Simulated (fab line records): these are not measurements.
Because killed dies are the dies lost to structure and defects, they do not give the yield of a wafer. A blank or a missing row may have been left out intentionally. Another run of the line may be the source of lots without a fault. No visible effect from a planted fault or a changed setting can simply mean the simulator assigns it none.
The tool behind it: which one? -- flow n5Finfet -- Sampling: 24 lots, 72 wafers, 6 of 1938 route steps

WHAT EACH GAUGE READ, for each wafer
No reading from a measuring or inspecting step in the record can be judged against a usual standard deviation.

WHAT TOOL EACH LOT RAN ON (gives the tool, then ch and the chambers of the sampled wafers, and finally the start)
lot,N5_BEOL_M3_HM_DEP_02,N5_BEOL_M3_ETCH_63,N5_BEOL_M3_STRIP_19,N5_BEOL_M3_STRIP_97,N5_BEOL_M3_SURFACE_TREAT_85,N5_BEOL_M3_ANNEAL_82
L074,"pvdSputter-03, day 7 10:05","rieDiel-03 ch 0,2, day 7 10:40","rieDiel-03 ch 0,2,3, day 7 10:58","rieDiel-03 ch 1,2,3, day 8 01:58 or earlier","pvdSputter-02, day 8 01:58","pvdSputter-03, day 8 05:20"
L075,"pvdSputter-03, day 7 16:28","rieDiel-02 ch 1,2, day 7 17:14","rieDiel-03 ch 0,1,3, day 7 17:43","rieDiel-06 ch 0,2, day 8 10:16 or earlier","pvdSputter-03, day 8 10:16","pvdSputter-02, day 8 12:09"
L077,"pvdSputter-02, day 7 16:36","rieDiel-06 ch 0,1,3, day 7 17:23","rieDiel-03 ch 2,3, day 7 17:45","rieDiel-02 ch 0,2,3, day 8 07:30 or earlier","pvdSputter-01, day 8 07:30","pvdSputter-02, day 8 08:19"
L076,"pvdSputter-02, day 7 21:42","rieDiel-06 ch 0,1,3, day 7 22:16","rieDiel-03 ch 1,2,3, day 7 22:34","rieDiel-02 ch 0,1,2, day 8 10:19 or earlier","pvdSputter-03, day 8 10:19","pvdSputter-03, day 8 11:05"
L078,"pvdSputter-02, day 8 01:30","rieDiel-06 ch 0,3, day 8 02:04","rieDiel-03 ch 2,3, day 8 02:22","rieDiel-02 ch 1,2, day 8 14:31 or earlier","pvdSputter-02, day 8 14:31","pvdSputter-02, day 8 15:21"
L079,"pvdSputter-01, day 8 01:47","rieDiel-06 ch 0,1,3, day 8 02:22","rieDiel-02 ch 1,2,3, day 8 02:40","rieDiel-06 ch 1,2,3, day 8 14:33 or earlier","pvdSputter-02, day 8 14:33","pvdSputter-03, day 8 16:41"
L081,"pvdSputter-02, day 9 00:32","rieDiel-02 ch 0,1,3, day 9 01:06","rieDiel-02 ch 0,1,3, day 9 01:24","rieDiel-02 ch 1,3, day 10 00:11 or earlier","pvdSputter-02, day 10 00:11","pvdSputter-02, day 10 00:59"
L080,"pvdSputter-01, day 9 01:20","rieDiel-03 ch 1,3, day 9 02:01","rieDiel-02 ch 0,1,2, day 9 02:20","rieDiel-02 ch 0,1,3, day 9 06:02 or earlier","pvdSputter-03, day 9 06:02","pvdSputter-03, day 9 06:53"
L082,"pvdSputter-01, day 9 10:01","rieDiel-02 ch 1,2, day 9 10:43","rieDiel-02 ch 0,1,2, day 9 11:01","rieDiel-02 ch 0,1,3, day 10 03:42 or earlier","pvdSputter-02, day 10 03:42","pvdSputter-03, day 10 04:35"
L083,"pvdSputter-02, day 9 19:17","rieDiel-02 ch 1,3, day 9 19:50","rieDiel-02 ch 0,1,3, day 9 20:09","rieDiel-06 ch 1,2,3, day 10 03:44 or earlier","pvdSputter-02, day 10 03:44","pvdSputter-02, day 12 14:04"
L084,"pvdSputter-02, day 9 19:58","rieDiel-02 ch 0,2,3, day 9 20:39","rieDiel-03 ch 0,3, day 9 20:57","rieDiel-02 ch 0,2,3, day 11 11:41 or earlier","pvdSputter-03, day 11 11:41","pvdSputter-01, day 11 14:09"
L085,"pvdSputter-02, day 9 23:48","rieDiel-02 ch 0,1, day 10 00:22","rieDiel-03 ch 1,2,3, day 10 00:40","rieDiel-03 ch 0,1,2, day 10 09:37 or earlier","pvdSputter-01, day 10 09:37","pvdSputter-01, day 10 10:22"
L086,"pvdSputter-03, day 10 07:29","rieDiel-03 ch 0,1,2, day 10 08:12","rieDiel-02 ch 0,2,3, day 10 08:40","rieDiel-03 ch 0,2,3, day 12 12:00 or earlier","pvdSputter-03, day 12 12:00","pvdSputter-03, day 12 12:50"
L087,"pvdSputter-01, day 10 15:45","rieDiel-06 ch 0,3, day 10 16:49","rieDiel-03 ch 0,3, day 10 17:09","rieDiel-06 ch 0,3, day 12 15:19 or earlier","pvdSputter-01, day 12 15:19","pvdSputter-03, day 12 16:06"
L088,"pvdSputter-01, day 10 17:04","rieDiel-03 ch 0,1,3, day 10 17:46","rieDiel-02 ch 2,3, day 10 18:04","rieDiel-06 ch 0,1,3, day 12 15:25 or earlier","pvdSputter-02, day 12 15:25","pvdSputter-01, day 12 17:43"
L089,"pvdSputter-03, day 11 11:43","rieDiel-03 ch 1,3, day 11 12:31","rieDiel-03 ch 0,1,3, day 11 12:55","rieDiel-03 ch 0,2,3, day 12 07:16 or earlier","pvdSputter-01, day 12 07:16","pvdSputter-01, day 12 08:02"
L090,"pvdSputter-01, day 11 22:37","rieDiel-03 ch 0,2,3, day 11 23:19","rieDiel-03 ch 2,3, day 11 23:42","rieDiel-06 ch 0,1,2, day 12 19:14 or earlier","pvdSputter-02, day 12 19:14","pvdSputter-01, day 12 20:03"
L093,"pvdSputter-02, day 13 01:37","rieDiel-02 ch 0,2,3, day 13 02:11","rieDiel-02 ch 0,1,2, day 13 02:29","rieDiel-02 ch 1,3, day 13 05:32 or earlier","pvdSputter-03, day 13 05:32","pvdSputter-03, day 13 06:26"
L092,"pvdSputter-02, day 13 01:43","rieDiel-03 ch 0,3, day 13 02:24","rieDiel-03 ch 0,3, day 13 02:43","rieDiel-03 ch 0,2,3, day 13 12:01 or earlier","pvdSputter-03, day 13 12:01","pvdSputter-03, day 13 12:46"
L094,"pvdSputter-03, day 13 05:00","rieDiel-02 ch 1,2,3, day 13 05:38","rieDiel-03 ch 0,2,3, day 13 05:56","rieDiel-03 ch 0,2,3, day 13 12:16 or earlier","pvdSputter-01, day 13 12:16","pvdSputter-01, day 13 13:17"
L091,"pvdSputter-01, day 13 11:32","rieDiel-03 ch 2,3, day 13 12:14","rieDiel-02 ch 0,1,3, day 13 12:35","rieDiel-02 ch 1,2, day 13 16:16 or earlier","pvdSputter-02, day 13 16:16","pvdSputter-03, day 13 17:07"
L095,"pvdSputter-02, day 13 16:56","rieDiel-03 ch 0,1,3, day 13 17:38","rieDiel-06 ch 0,3, day 13 17:58","rieDiel-03 ch 0,1,2, day 14 08:33 or earlier","pvdSputter-02, day 14 08:33","pvdSputter-02, day 14 09:19"
L097,"pvdSputter-02, day 14 00:48","rieDiel-02 ch 2,3, day 14 01:29","rieDiel-02 ch 1,2,3, day 14 01:55","rieDiel-06 ch 2,3, day 14 08:35 or earlier","pvdSputter-02, day 14 08:35","pvdSputter-01, day 14 09:31"
L096,"pvdSputter-01, day 14 01:54","rieDiel-02 ch 0,1,2, day 14 02:28","rieDiel-03 ch 0,1,3, day 14 02:50","rieDiel-02 ch 1,2, day 14 08:46 or earlier","pvdSputter-02, day 14 08:46","pvdSputter-02, day 14 11:12"
- N5_BEOL_M3_HM_DEP_02: deposits TiN, target thk 20 nm.
- N5_BEOL_M3_ETCH_63: etches SiARC in CF4, target depth 15.6 nm, time 26 s.
- N5_BEOL_M3_STRIP_19: strips in O2.
- N5_BEOL_M3_STRIP_97: strips in N2/H2, time 10 s.
- N5_BEOL_M3_SURFACE_TREAT_85
- N5_BEOL_M3_ANNEAL_82: time 240 s.

WHAT THE TOOLS THEMSELVES READ (means of the sampled wafers that have a number; where no wafer has one, the mark that the record gives instead)
N5_BEOL_M3_HM_DEP_02. Usual: susceptorTempC 25.00 C, standard deviation 0.1; throttleValvePct 30.0 %, standard deviation 1.1.
lot,tool,susceptorTempC (C),throttleValvePct (%),flag
L074,pvdSputter-03,24.98,31.2,
L075,pvdSputter-03,25.00,30.1,
L077,pvdSputter-02,24.96,31.0,
L076,pvdSputter-02,25.03,29.5,
L078,pvdSputter-02,25.10,30.0,
L079,pvdSputter-01,25.00,29.8,
L081,pvdSputter-02,25.03,30.4,
L080,pvdSputter-01,24.98,29.3,
L082,pvdSputter-01,25.10,29.5,
L083,pvdSputter-02,24.95,29.9,
L084,pvdSputter-02,25.06,30.0,
L085,pvdSputter-02,25.16,30.6,
L086,pvdSputter-03,25.03,30.9,
L087,pvdSputter-01,25.03,29.8,
L088,pvdSputter-01,24.93,29.5,
L089,pvdSputter-03,25.12,30.3,
L090,pvdSputter-01,24.86,29.0,
L093,pvdSputter-02,24.99,29.1,
L092,pvdSputter-02,24.98,30.9,
L094,pvdSputter-03,24.93,30.8,
L091,pvdSputter-01,25.03,30.0,
L095,pvdSputter-02,24.96,31.0,
L097,pvdSputter-02,25.11,30.1,
L096,pvdSputter-01,25.07,28.8,

N5_BEOL_M3_ETCH_63. Usual: drypumpMotorCurrentA 5.6 A, standard deviation 0.44; etchRfOnTimeS 26.1 s, standard deviation 0.41; oesProductAu 0.70 a.u., standard deviation 0.077; rfVppV 184.1 V, standard deviation 1.3; showerheadPlenumPTorr 2.16 Torr, standard deviation 0.073; throttleValvePct 15.61 %, standard deviation 0.25.
lot,tool,drypumpMotorCurrentA (A),etchRfOnTimeS (s),oesProductAu (a.u.),rfVppV (V),showerheadPlenumPTorr (Torr),throttleValvePct (%),flag
L074,rieDiel-03,5.1,26.8,0.64,183.2,2.06,15.69,
L075,rieDiel-02,6.1,25.8,0.69,185.6,2.22,15.57,
L077,rieDiel-06,5.4,25.7,0.68,183.5,2.15,15.75,
L076,rieDiel-06,5.4,25.7,0.68,183.5,2.15,15.76,
L078,rieDiel-06,5.4,26.0,0.67,184.1,2.12,15.72,
L079,rieDiel-06,5.4,26.1,0.67,183.9,2.15,15.76,
L081,rieDiel-02,5.9,25.9,0.74,183.6,2.12,15.55,
L080,rieDiel-03,5.9,26.1,0.67,184.6,2.22,15.60,
L082,rieDiel-02,6.1,26.1,0.68,183.7,2.22,15.60,
L083,rieDiel-02,6.1,26.0,0.72,184.0,2.15,15.54,
L084,rieDiel-02,5.8,25.8,0.69,184.4,2.14,15.70,
L085,rieDiel-02,6.1,26.0,0.76,183.6,2.15,15.36,
L086,rieDiel-03,5.3,26.4,0.64,183.5,2.11,15.69,
L087,rieDiel-06,5.3,26.1,0.72,183.6,2.11,15.56,
L088,rieDiel-03,5.5,26.1,0.69,184.3,2.19,15.53,
L089,rieDiel-03,5.8,25.9,0.65,185.8,2.21,15.65,
L090,rieDiel-03,5.2,26.5,0.74,185.0,2.21,15.41,
L093,rieDiel-02,5.8,25.8,0.67,183.8,2.13,15.76,
L092,rieDiel-03,5.0,26.4,0.69,183.9,2.15,15.47,
L094,rieDiel-02,6.1,26.0,0.66,184.6,2.16,15.72,
L091,rieDiel-03,5.4,26.4,0.74,186.0,2.26,15.44,
L095,rieDiel-03,5.4,25.8,0.76,185.0,2.18,15.41,
L097,rieDiel-02,5.9,26.0,0.63,183.3,2.12,15.95,
L096,rieDiel-02,6.0,26.1,0.69,184.1,2.16,15.55,

N5_BEOL_M3_STRIP_19. Usual: drypumpMotorCurrentA 5.6 A, standard deviation 0.47; oesProductAu 0.82 a.u., standard deviation 0.087; rfVppV 3.6 V, standard deviation 0.5; showerheadPlenumPTorr 2.12 Torr, standard deviation 0.085; throttleValvePct 16.65 %, standard deviation 0.21.
lot,tool,drypumpMotorCurrentA (A),oesProductAu (a.u.),rfVppV (V),showerheadPlenumPTorr (Torr),throttleValvePct (%),flag
L074,rieDiel-03,5.2,0.84,4.0,2.09,16.59,
L075,rieDiel-03,5.4,0.84,3.7,2.15,16.55,
L077,rieDiel-03,5.4,0.86,4.0,2.15,16.60,
L076,rieDiel-03,5.6,0.79,4.1,2.13,16.71,
L078,rieDiel-03,5.4,0.78,3.5,2.07,16.77,
L079,rieDiel-02,6.0,0.81,3.6,2.12,16.71,
L081,rieDiel-02,5.9,0.87,3.2,2.08,16.64,
L080,rieDiel-02,6.0,0.86,3.6,2.13,16.59,
L082,rieDiel-02,6.0,0.84,3.8,2.13,16.59,
L083,rieDiel-02,5.9,0.86,3.3,2.08,16.64,
L084,rieDiel-03,5.0,0.86,3.3,2.11,16.45,
L085,rieDiel-03,5.6,0.77,4.0,2.13,16.74,
L086,rieDiel-02,5.8,0.80,4.0,2.09,16.80,
L087,rieDiel-03,5.3,0.87,3.7,2.17,16.48,
L088,rieDiel-02,5.9,0.75,3.7,2.13,16.89,
L089,rieDiel-03,5.4,0.81,3.7,2.14,16.60,
L090,rieDiel-03,5.4,0.90,3.6,2.23,16.52,
L093,rieDiel-02,6.0,0.81,3.5,2.12,16.63,
L092,rieDiel-03,5.0,0.82,3.7,2.10,16.53,
L094,rieDiel-03,5.2,0.85,3.6,2.16,16.54,
L091,rieDiel-02,6.0,0.82,4.3,2.06,16.69,
L095,rieDiel-06,5.2,0.81,3.3,2.05,16.64,
L097,rieDiel-02,6.0,0.77,3.4,2.11,16.79,
L096,rieDiel-03,5.4,0.88,3.5,2.14,16.48,

N5_BEOL_M3_STRIP_97. Usual: drypumpMotorCurrentA 5.7 A, standard deviation 0.48; oesProductAu 0.81 a.u., standard deviation 0.09; rfVppV 59.3 V, standard deviation 0.91; showerheadPlenumPTorr 2.54 Torr, standard deviation 0.092; throttleValvePct 23.62 %, standard deviation 0.24.
lot,tool,drypumpMotorCurrentA (A),oesProductAu (a.u.),rfVppV (V),showerheadPlenumPTorr (Torr),throttleValvePct (%),flag
L074,rieDiel-03,5.6,0.79,58.7,2.58,23.72,
L075,rieDiel-06,6.0,0.82,58.5,2.44,23.36,
L077,rieDiel-02,5.8,0.81,60.1,2.53,23.61,
L076,rieDiel-02,6.0,0.85,58.9,2.57,23.53,
L078,rieDiel-02,6.2,0.85,59.2,2.60,23.59,
L079,rieDiel-06,5.9,0.72,59.3,2.52,23.74,
L081,rieDiel-02,6.1,0.85,59.5,2.54,23.72,
L080,rieDiel-02,5.9,0.86,59.5,2.51,23.67,
L082,rieDiel-02,5.9,0.86,59.0,2.51,23.67,
L083,rieDiel-06,5.9,0.71,59.4,2.52,23.76,
L084,rieDiel-02,5.8,0.79,59.7,2.52,23.66,
L085,rieDiel-03,5.4,0.75,59.0,2.49,23.70,
L086,rieDiel-03,5.2,0.87,60.0,2.62,23.45,
L087,rieDiel-06,5.3,0.75,58.5,2.51,23.73,
L088,rieDiel-06,5.4,0.76,58.7,2.54,23.81,
L089,rieDiel-03,5.2,0.88,59.1,2.62,23.45,
L090,rieDiel-06,5.8,0.76,58.8,2.50,23.63,
L093,rieDiel-02,6.2,0.82,59.1,2.54,23.75,
L092,rieDiel-03,5.2,0.85,59.4,2.62,23.46,
L094,rieDiel-03,5.2,0.86,59.2,2.62,23.47,
L091,rieDiel-02,6.2,0.81,59.3,2.59,23.63,
L095,rieDiel-03,5.4,0.89,59.1,2.59,23.55,
L097,rieDiel-06,5.8,0.70,58.9,2.48,23.71,
L096,rieDiel-02,6.1,0.75,59.8,2.60,23.60,

N5_BEOL_M3_ANNEAL_82. Usual: heaterPowerW 884 W, standard deviation 100; susceptorTempC 399.97 C, standard deviation 0.21.
lot,tool,heaterPowerW (W),susceptorTempC (C),flag
L074,pvdSputter-03,805,399.90,
L075,pvdSputter-02,932,399.90,
L077,pvdSputter-02,975,399.83,
L076,pvdSputter-03,787,399.90,
L078,pvdSputter-02,958,399.90,
L079,pvdSputter-03,946,400.15,
L081,pvdSputter-02,968,400.01,
L080,pvdSputter-03,880,399.87,
L082,pvdSputter-03,886,399.98,
L083,pvdSputter-02,915,399.93,
L084,pvdSputter-01,803,400.05,
L085,pvdSputter-01,885,399.80,
L086,pvdSputter-03,861,400.04,
L087,pvdSputter-03,961,400.18,
L088,pvdSputter-01,863,399.92,
L089,pvdSputter-01,964,400.09,
L090,pvdSputter-01,774,399.96,
L093,pvdSputter-03,804,399.94,
L092,pvdSputter-03,784,399.86,
L094,pvdSputter-01,882,400.21,
L091,pvdSputter-03,901,400.28,
L095,pvdSputter-02,966,399.97,
L097,pvdSputter-01,809,399.95,
L096,pvdSputter-02,965,399.80,

THE ANSWER, worked out from the rows above alone
Rule: take the mean of a lot's wafers that have a number; if it is more than 3 standard deviations from the usual mean, the lot is off. A lot without any number at a reading at which 4 lots or more have one is off too. All remaining lots with rows at the step are treated as sound. After the gauges, taken in route order, come the tools' own readings; for these a lot's mean is taken, as printed above. The first step at which some lot is off is used, and at that step the reading that is off furthest; a lot without a number counts as furthest.
None of the lots is off at any reading shown; this tells nothing.

WHAT WAS PUT IN BY THE SIMULATOR
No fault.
